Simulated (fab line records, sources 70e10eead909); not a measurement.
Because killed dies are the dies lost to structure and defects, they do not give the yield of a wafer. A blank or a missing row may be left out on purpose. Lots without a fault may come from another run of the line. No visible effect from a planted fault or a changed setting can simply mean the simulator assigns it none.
Chamber matching / flow nandHarc / NHARC_A_WL_FILL_ALD_10 on aldHk-04 has 4 sister chambers
The step deposits SiO2, target thk 50 nm, pulse time 10 s, ald cycles 500. 14 wafers are shown with their chamber, then 7 later ones without.

== WAFERS, EACH WITH ITS CHAMBER ==
wafer=L675.2; chamber=1; heaterPowerW (W)=482; precursorPulseHeightRel=0.977
wafer=L675.3; chamber=0; heaterPowerW (W)=440; precursorPulseHeightRel=0.986
wafer=L675.4; chamber=3; heaterPowerW (W)=442; precursorPulseHeightRel=1.024
wafer=L677.1; chamber=2; heaterPowerW (W)=438; precursorPulseHeightRel=0.982
wafer=L677.5; chamber=2; heaterPowerW (W)=454; precursorPulseHeightRel=1.005
wafer=L677.6; chamber=3; heaterPowerW (W)=439; precursorPulseHeightRel=1.007
wafer=L685.2; chamber=0; heaterPowerW (W)=463; precursorPulseHeightRel=1.021
wafer=L685.1; chamber=2; heaterPowerW (W)=438; precursorPulseHeightRel=1.021
wafer=L685.5; chamber=0; heaterPowerW (W)=452; precursorPulseHeightRel=0.992
wafer=L687.1; chamber=3; heaterPowerW (W)=427; precursorPulseHeightRel=0.994
wafer=L687.5; chamber=3; heaterPowerW (W)=434; precursorPulseHeightRel=1.008
wafer=L687.6; chamber=2; heaterPowerW (W)=449; precursorPulseHeightRel=0.995
wafer=L689.3; chamber=3; heaterPowerW (W)=434; precursorPulseHeightRel=0.994
wafer=L689.2; chamber=1; heaterPowerW (W)=462; precursorPulseHeightRel=1.000

SIGNATURES, as means of the wafers listed above
reading=heaterPowerW; chamber 0=451.67; chamber 1=472.00; chamber 2=444.75; chamber 3=435.20; scatter within a chamber=8.89
reading=precursorPulseHeightRel; chamber 0=0.99967; chamber 1=0.98850; chamber 2=1.00075; chamber 3=1.00540; scatter within a chamber=0.0155
Rule: distance of a wafer from a chamber = root of the sum over the readings of ((wafer's reading minus chamber's mean) / reading's scatter) squared. If the next closest chamber is less than 2 further off than the closest, the wafer can't be placed; otherwise it belongs to the closest. The scatter: the root of (the sum of the squares of (reading less its chamber's mean) over the shown wafers, divided by (wafers less chambers)).

== WAFERS WITHOUT THEIR CHAMBER ==
wafer=L689.6; heaterPowerW (W)=438; precursorPulseHeightRel=1.024
wafer=L688.1; heaterPowerW (W)=459; precursorPulseHeightRel=0.987
wafer=L688.3; heaterPowerW (W)=468; precursorPulseHeightRel=1.017
wafer=L688.4; heaterPowerW (W)=431; precursorPulseHeightRel=1.008
wafer=L697.3; heaterPowerW (W)=460; precursorPulseHeightRel=1.008
wafer=L697.4; heaterPowerW (W)=475; precursorPulseHeightRel=1.000
wafer=L697.6; heaterPowerW (W)=440; precursorPulseHeightRel=0.959

== WHICH CHAMBER EACH ONE RAN IN ==
wafer=L689.6; from the rows above=can't be placed: 3 or 2 or 0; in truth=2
wafer=L688.1; from the rows above=can't be placed: 0 or 1 or 2 or 3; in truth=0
wafer=L688.3; from the rows above=can't be placed: 1 or 0 or 2 or 3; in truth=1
wafer=L688.4; from the rows above=can't be placed: 3 or 2 or 0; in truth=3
wafer=L697.3; from the rows above=can't be placed: 0 or 2 or 1 or 3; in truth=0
wafer=L697.4; from the rows above=can't be placed: 1 or 0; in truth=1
wafer=L697.6; from the rows above=can't be placed: 2 or 0 or 3 or 1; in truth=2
Correct placement for 0 of the 7. These rows do not allow placing 7 (true chamber among the candidates in 7). Placed wrongly: 0.
